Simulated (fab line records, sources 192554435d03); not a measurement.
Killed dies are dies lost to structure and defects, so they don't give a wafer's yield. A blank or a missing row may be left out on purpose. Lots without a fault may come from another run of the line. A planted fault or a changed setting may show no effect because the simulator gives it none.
Split-lot experiment | flow n5_finfet | 7 lots, 39 wafers read, on a route of 1938 steps

THE SPLIT
At N5_WELL_APT_EXPOSE_05 (exposes mask NWELL, defocus 0 nm, target cd 200 nm), the setting dose_mj was moved away from the recipe's 20.3 on 12 of the 39 wafers read, by -6.7% to +6.8%. The other wafers ran this setting at the recipe's value.

FROM THE SPLIT TO THE READING: what the file shows between them, 3 steps
- N5_WELL_APT_PEB_06: peb time 90 s
- N5_WELL_APT_DEVELOP_07: develop time 45 s
- N5_WELL_APT_HARDBAKE_12: time 120 s

THE READING
cd_nm, in nm, at N5_WELL_APT_CD_MEAS_08 (target cd 200 nm). Fault-free wafers of this fab line usually give 200.6 nm, standard deviation 1.1 nm.

wafer  | tool, chamber at the split | dose_mj as run | against the recipe | cd_nm, nm | against lot-mates on the recipe
L076.1 | krf_scanner-02, 0          | 18.93          | -6.7%              | 188.5     | -11.8
L076.2 | krf_scanner-02, 0          | 18.93          | -6.7%              | 189.5     | -10.8
L076.3 | krf_scanner-02, 0          | 20.3           | recipe             | 201.3     | -
L076.4 | krf_scanner-02, 0          | 20.3           | recipe             | 199.5     | -
L076.5 | krf_scanner-02, 0          | 20.3           | recipe             | 200.2     | -
L076.6 | krf_scanner-02, 0          | 18.93          | -6.7%              | 188.0     | -12.3
L078.1 | krf_scanner-02, 0          | 20.3           | recipe             | 200.1     | -
L078.2 | krf_scanner-02, 0          | 20.3           | recipe             | 199.5     | -
L078.3 | krf_scanner-02, 0          | 20.3           | recipe             | 200.7     | -
L078.4 | krf_scanner-02, 0          | 20.3           | recipe             | 201.9     | -
L078.5 | krf_scanner-02, 0          | 20.3           | recipe             | 199.2     | -
L078.6 | krf_scanner-02, 0          | 20.3           | recipe             | 199.0     | -
L083.1 | krf_scanner-02, 0          | 20.95          | +3.2%              | 205.7     | +4.3
L083.2 | krf_scanner-02, 0          | 20.95          | +3.2%              | 208.4     | +7.0
L083.3 | krf_scanner-02, 0          | 20.3           | recipe             | 200.5     | -
L083.4 | krf_scanner-02, 0          | 20.3           | recipe             | 201.7     | -
L083.5 | krf_scanner-02, 0          | 20.3           | recipe             | 201.9     | -
L083.6 | krf_scanner-02, 0          | 20.95          | +3.2%              | 205.8     | +4.4
L090.1 | krf_scanner-02, 0          | 20.3           | recipe             | 201.0     | -
L090.2 | krf_scanner-02, 0          | 21.68          | +6.8%              | 209.6     | +8.8
L090.3 | krf_scanner-02, 0          | 21.68          | +6.8%              | 212.2     | +11.4
L090.4 | krf_scanner-02, 0          | 21.68          | +6.8%              | 210.7     | +9.9
L090.5 | krf_scanner-02, 0          | 20.3           | recipe             | 201.0     | -
L090.6 | krf_scanner-02, 0          | 20.3           | recipe             | 200.4     | -
L091.1 | krf_scanner-02, 0          | 19.13          | -5.8%              | 191.6     | -8.8
L091.2 | krf_scanner-02, 0          | 19.13          | -5.8%              | 190.1     | -10.3
L091.3 | krf_scanner-02, 0          | 20.3           | recipe             | 200.1     | -
L091.4 | krf_scanner-02, 0          | 20.3           | recipe             | 201.1     | -
L091.5 | krf_scanner-02, 0          | 20.3           | recipe             | 200.1     | -
L091.6 | krf_scanner-02, 0          | 19.13          | -5.8%              | 191.2     | -9.2
L093.1 | krf_scanner-02, 0          | 20.3           | recipe             | 202.0     | -
L093.2 | krf_scanner-02, 0          | 20.3           | recipe             | 200.4     | -
L093.3 | krf_scanner-02, 0          | 20.3           | recipe             | 200.4     | -
L093.4 | krf_scanner-02, 0          | 20.3           | recipe             | 199.3     | -
L093.5 | krf_scanner-02, 0          | 20.3           | recipe             | 199.0     | -
L093.6 | krf_scanner-02, 0          | 20.3           | recipe             | 200.9     | -
L097.1 | krf_scanner-01, 0          | 20.3           | recipe             | 200.1     | -
L097.4 | krf_scanner-01, 0          | 20.3           | recipe             | 200.3     | -
L097.5 | krf_scanner-01, 0          | 20.3           | recipe             | 201.8     | -

THE FIT
A straight line over all 39 wafers: cd_nm changes by +1.66 nm for each +1% of dose_mj; r = +0.98; the points scatter about the line by 1 nm.
The same after taking each lot's own level away (the mean of its wafers on the recipe; 39 wafers): +1.61 nm for each +1%; r = +0.99; scatter 0.92 nm.
On that fit, the largest move of dose_mj shifts the reading by 11 nm.
The lots' own levels span 200.07 to 201.37 nm, that is 1.2 times the standard deviation above.
So the lot-to-lot level changes the slope little: the two slopes agree.
Check: with one of the wafers moved furthest among these (+6.8%) left out of the fit, the line predicts +11.2 nm for it against its lot-mates. It came out at +8.8 nm against them.

THE WHOLE CHAIN: every reading that the file lists as answering this split, in the file's order
step                   | what it does             | reading                                                         | change (the file's fit)              | r (the file's)
N5_WELL_APT_CD_MEAS_08 | target cd 200 nm         | cd_nm                                                           | +1.61 nm for each +1% of the setting | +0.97
N5_WELL_APT_DESCUM_13  | chemistry O2, time 7.9 s | WELL_APT.cd_nm (the simulator's own value, which no gauge read) | +1.62 nm for each +1% of the setting | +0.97

THE FILE'S OWN FIT
cd_nm changes by +1.61 nm for each +1% of dose_mj, r = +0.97.
